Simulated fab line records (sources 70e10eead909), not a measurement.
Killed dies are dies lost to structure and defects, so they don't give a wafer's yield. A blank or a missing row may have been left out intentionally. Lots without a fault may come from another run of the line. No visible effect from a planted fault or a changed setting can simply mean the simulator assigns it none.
Matching of chambers ; flow nand harc ; NHARC_A_STAIRCASE_DEP_471 on pecvd-01 has 3 sister chambers
The step deposits SiO2, target thk 100 nm. 3 wafers are shown with their chamber, then 9 later ones without.

WAFERS, EACH WITH ITS CHAMBER
wafer;chamber;throttle valve pct (%)
L085.6;2;15.5
L091.4;0;15.6
L091.5;1;16.2

WAFERS MISSING THEIR CHAMBER
wafer;throttle valve pct (%)
L092.1;15.3
L092.3;15.7
L092.5;15.5
L093.1;16.3
L093.3;15.8
L093.4;15.8
L097.2;15.4
L097.4;16.0
L097.6;15.6

CHAMBER TAKEN BY EACH
wafer;from the rows above;in truth
L092.1;can't be placed: 2 or 0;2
L092.3;can't be placed: 0 or 2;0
L092.5;can't be placed: 2 or 0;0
L093.1;1;1
L093.3;can't be placed: 0 or 2 or 1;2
L093.4;can't be placed: 0 or 2 or 1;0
L097.2;can't be placed: 2 or 0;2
L097.4;can't be placed: 1 or 0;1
L097.6;can't be placed: 0 or 2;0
1 of 9 placed correctly. Cannot be placed on the basis of these rows: 8; the candidates contain the true chamber in 8. 0 placed wrongly.
How it was worked out, from the rows above alone: a wafer's distance from a chamber is the root of the sum, over the readings, of the square of ((its reading less the chamber's mean) divided by the reading's scatter). The wafer belongs to the nearest chamber; if the next one is less than 2 further off, it can't be placed. For every chamber, the mean is computed from those of its wafers that are shown. The scatter (one wafer shown for each chamber): square how far every hidden wafer sits from the nearest shown wafer, average those squares and take the square root.
